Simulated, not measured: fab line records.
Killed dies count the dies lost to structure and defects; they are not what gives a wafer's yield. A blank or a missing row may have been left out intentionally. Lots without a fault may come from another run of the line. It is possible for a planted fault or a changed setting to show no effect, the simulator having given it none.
Comparing a struck lot with a sound one    flow nand harc    18 steps out of a route of 1302
Sound: wafers L170.4, L170.5, L170.6. The struck wafers were L172.1, L172.3, L172.6. At the end, the cause is stated.
At each step with rows: each side's tool, then ch and its chambers, then its first start. Under that, the readings that differ: sound wafers    struck wafers    difference of the means    sigmas: that difference in standard deviations of wafers without a fault.
alike: readings whose means differ by less than 2 such deviations, and words and numbers that are the same on both sides. not compared: withheld readings, readings that some wafer has no value for, bounds like >300 that may hide the same value, and numbers for which the record gives no deviation and whose values overlap.
The two part at a step that has a row with sigmas, a row that says differs or no value, or rows on one side only. When numbers do not overlap yet have no deviation, they are printed without sigmas and do not part them. A reading missing from all wafers of one side parts the sides only when that side holds two or more wafers.

NHARC_P_ZERO_WELL_CD_MEAS_11: target cd 500 nm.
  sound on cd sem-01 ch 0, day 3 03:08; struck on cd sem-03 ch 0, day 3 23:07
  alike: cd nm
then, 1 step without rows for these wafers: NHARC_P_ZERO_WELL_HARDBAKE_12 (time 65 s).
NHARC_P_ZERO_WELL_DESCUM_13: chemistry O2, time 3 s.
  sound on rie diel-05 ch 0,1,3, day 3 03:18; struck on rie diel-04 ch 0,2,3, day 3 23:18
  alike: drypump motor current A, oes product au, rf vpp V, showerhead plenum p Torr, throttle valve pct
  not compared: rf hours counter h
NHARC_P_ZERO_WELL_ETCH_65: etches the open film in N2/H2, target depth 80 nm, overetch 24 nm, time 87.88 s.
  sound on rie diel-05 ch 2,3, day 3 03:22; struck on rie diel-04 ch 0,3, day 4 00:14
  alike: drypump motor current A, oes product au, rf fwd power W, rf vpp V, showerhead plenum p Torr, throttle valve pct
  not compared: rf hours counter h
NHARC_P_ZERO_WELL_ETCH_62: etches the open film in CHF3/Ar, target depth 13 nm, time 6.5 s.
  sound on rie diel-05 ch 1,2,3; struck on rie diel-04 ch 0,1,3
  alike: drypump motor current A, oes product au, rf fwd power W, rf vpp V, showerhead plenum p Torr, throttle valve pct
  not compared: rf hours counter h
NHARC_P_ZERO_WELL_ETCH_63: etches the open film in HBr/Cl2, target depth 120 nm, time 40.1 s.
  sound on rie si-06 ch 1,2, day 3 03:32; struck on rie si-05 ch 0,1,2, day 4 00:31
  alike: drypump motor current A, oes product au, rf fwd power W, throttle valve pct
  not compared: rf hours counter h
then, 6 steps without rows for these wafers: NHARC_P_ZERO_WELL_STRIP_15 (strips in SPM, time 900 s); NHARC_P_ZERO_WELL_DEHYDRATE_16 (time 120 s); NHARC_P_ZERO_WELL_HMDS_17 (time 30 s); NHARC_P_ZERO_WELL_COAT_18; NHARC_P_ZERO_WELL_SOFTBAKE_19 (time 95 s); NHARC_P_ZERO_WELL_EBR_20.
NHARC_P_ZERO_WELL_EXPOSE_21: exposes mask P NWELL, target cd 720 nm.
  sound on krf scanner-04 ch 0, day 3 04:19; struck on krf scanner-01 ch 0, day 4 01:08
reading  sound                          struck                                  difference  sigmas
mask     P_NWELL#0 P_NWELL#0 P_NWELL#0  P_NWELL_R1#0 P_NWELL_R1#0 P_NWELL_R1#0  differs     
  alike: exposure dose mJ cm2, reticle temp C
then, 2 steps without rows for these wafers: NHARC_P_ZERO_WELL_PEB_22 (peb time 85 s); NHARC_P_ZERO_WELL_DEVELOP_23 (time 70 s).
NHARC_P_ZERO_WELL_CD_MEAS_24: target cd 720 nm.
  sound on cd sem-03 ch 0, day 3 04:28; struck on cd sem-03 ch 0
reading     sound              struck             difference  sigmas
cd nm (nm)  723.2 721.2 723.8  695.0 694.9 693.5  -28.3       -15
  not compared: hold
NHARC_P_ZERO_WELL_DESCUM_26: chemistry O2, time 3 s.
  sound on rie diel-05 ch 0,2,3, day 3 04:38; struck on rie diel-05 ch 0,1,2, day 4 08:40
reading                       sound            struck             difference  sigmas
model.P_ZERO_WELL.cd nm (nm)  722.9 722 724.4  695.4 695.7 693.1  -28.4       
  alike: drypump motor current A, oes product au, rf vpp V, showerhead plenum p Torr, throttle valve pct
  not compared: rf hours counter h
following that, these wafers have no rows for 1 step: NHARC_P_ZERO_WELL_IMPLANT_27.

== WHERE THEY PART ==
Earliest at NHARC_P_ZERO_WELL_EXPOSE_21; latest, in this record, at NHARC_P_ZERO_WELL_CD_MEAS_24. Later steps at which nothing parts them and some readings are alike: NHARC_P_ZERO_WELL_DESCUM_26.

WHY: what the simulator had put in
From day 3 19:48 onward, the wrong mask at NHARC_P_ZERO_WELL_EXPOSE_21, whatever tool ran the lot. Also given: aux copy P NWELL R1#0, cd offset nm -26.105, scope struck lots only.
